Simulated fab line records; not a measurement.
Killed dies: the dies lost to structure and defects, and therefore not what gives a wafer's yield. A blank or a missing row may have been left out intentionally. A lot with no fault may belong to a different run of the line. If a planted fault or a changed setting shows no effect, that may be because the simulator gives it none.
Split-lot study	flow n5 finfet	21 wafers read across 7 lots, on a route 1938 steps long

## ABOUT THE SPLIT
At N5_ZERO_LAYER_PECVD_02 (deposits SiO2 from SiH4/N2O, target thk 10 nm, time 6 s), the setting time s was moved away from the recipe's 6 s on 6 of the 21 wafers read, by -11.5% to +14.4%. All remaining wafers had this setting at the recipe value.

The reading is taken at the split's own step.

## THE READING
SiO2_of_ZERO_LAYER_PECVD_02.thk nm (the simulator's own value, which no gauge read), in nm, at N5_ZERO_LAYER_PECVD_02 (deposits SiO2 from SiH4/N2O, target thk 10 nm, time 6 s). The file does not state a usual value for it. Here, 15 wafers ran the recipe; their average is 9.965 nm with a standard deviation of 0.17 nm.

wafer	tool, chamber at the split	time s as run, s	against the recipe	SiO2_of_ZERO_LAYER_PECVD_02.thk nm, nm	against lot-mates on the recipe
L078.1	pecvd-02, 0	6	recipe	10.16	-
L078.2	pecvd-02, 1	6	recipe	10.03	-
L078.6	pecvd-02, 0	6	recipe	10.23	-
L079.4	pecvd-02, 2	6	recipe	10.28	-
L079.5	pecvd-02, 0	6.866	+14.4%	11.79	+1.510
L079.6	pecvd-02, 1	6.866	+14.4%	11.74	+1.460
L082.2	pecvd-02, 0	6	recipe	9.728	-
L082.4	pecvd-02, 0	6	recipe	10.04	-
L082.6	pecvd-02, 1	6	recipe	10.08	-
L088.2	pecvd-04, 2	5.31	-11.5%	8.493	-1.370
L088.5	pecvd-04, 0	6	recipe	9.863	-
L088.6	pecvd-04, 1	5.31	-11.5%	8.803	-1.060
L090.2	pecvd-04, 2	6.359	+6.0%	10.47	+0.603
L090.3	pecvd-04, 1	6	recipe	9.867	-
L090.6	pecvd-04, 2	6.359	+6.0%	10.59	+0.723
L092.1	pecvd-01, 2	6	recipe	9.73	-
L092.5	pecvd-01, 1	6	recipe	9.901	-
L092.6	pecvd-01, 2	6	recipe	10.01	-
L094.3	pecvd-01, 1	6	recipe	9.711	-
L094.5	pecvd-01, 1	6	recipe	9.959	-
L094.6	pecvd-01, 2	6	recipe	9.887	-

THE FIT
A straight line over all 21 wafers: SiO2_of_ZERO_LAYER_PECVD_02.thk nm changes by +0.118 nm for each +1% of time s; r = +0.97; the points scatter about the line by 0.17 nm.
The same after taking each lot's own level away (the mean of its wafers on the recipe; 21 wafers): +0.105 nm for each +1%; r = +0.99; scatter 0.11 nm.
That fit puts the effect of the largest move of time s on the reading at 1.5 nm.
Across the lots, their own levels run from 9.8523 to 10.2800 nm, a range of 2.5 times the standard deviation given above.
So the lot-to-lot level changes the slope: the two fits differ.
Check: +1.51 nm against its lot-mates is what the line predicts for one of the wafers moved furthest among these (+14.4%) when that wafer is left out of the fit. Against them it came out at +1.51 nm.

## THE FILE'S OWN FIT
SiO2_of_ZERO_LAYER_PECVD_02.thk nm changes by +0.105 nm for each +1% of time s, r = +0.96.
